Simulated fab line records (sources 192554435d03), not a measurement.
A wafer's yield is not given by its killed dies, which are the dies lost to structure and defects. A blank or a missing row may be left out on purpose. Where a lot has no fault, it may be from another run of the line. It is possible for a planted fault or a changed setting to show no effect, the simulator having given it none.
Matching of chambers ; flow n5-finfet ; N5_BEOL_M6_ETCH_62 on rie-diel-03 has 4 sister chambers
The step etches SOC in N2/H2, target depth 110 nm, overetch 22 nm, time 165 s. 4 wafers are shown with their chamber, then 10 later ones without.

EACH WAFER AND ITS CHAMBER
wafer;chamber;showerhead-plenum-p-Torr (Torr)
L083.2;1;2.60
L083.4;3;2.47
L087.1;0;2.44
L087.5;2;2.43

WAFERS MISSING THEIR CHAMBER
wafer;showerhead-plenum-p-Torr (Torr)
L087.6;2.59
L090.1;2.59
L090.3;2.43
L090.4;2.43
L095.1;2.42
L095.2;2.59
L095.6;2.43
L096.1;2.43
L096.2;2.42
L096.5;2.42

WHICH CHAMBER EACH WENT THROUGH
wafer;from the rows above;in truth
L087.6;1;1
L090.1;1;1
L090.3;can't be placed: 2 or 0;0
L090.4;can't be placed: 2 or 0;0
L095.1;can't be placed: 2 or 0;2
L095.2;1;1
L095.6;can't be placed: 2 or 0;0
L096.1;can't be placed: 2 or 0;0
L096.2;can't be placed: 2 or 0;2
L096.5;can't be placed: 2 or 0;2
3 of 10 placed correctly. From these rows, 7 cannot be placed; in 7 the true chamber is one of the candidates. 0 placed wrongly.
How it was worked out, from the rows above alone: a wafer's distance from a chamber is the root of the sum, over the readings, of the square of ((its reading less the chamber's mean) divided by the reading's scatter). If the next closest chamber is less than 2 further off than the closest, the wafer can't be placed; otherwise it belongs to the closest. A chamber's mean is the mean of its shown wafers. The scatter: with one shown wafer a chamber, the root of the mean of the squares of how far each hidden wafer lies from its nearest shown one.
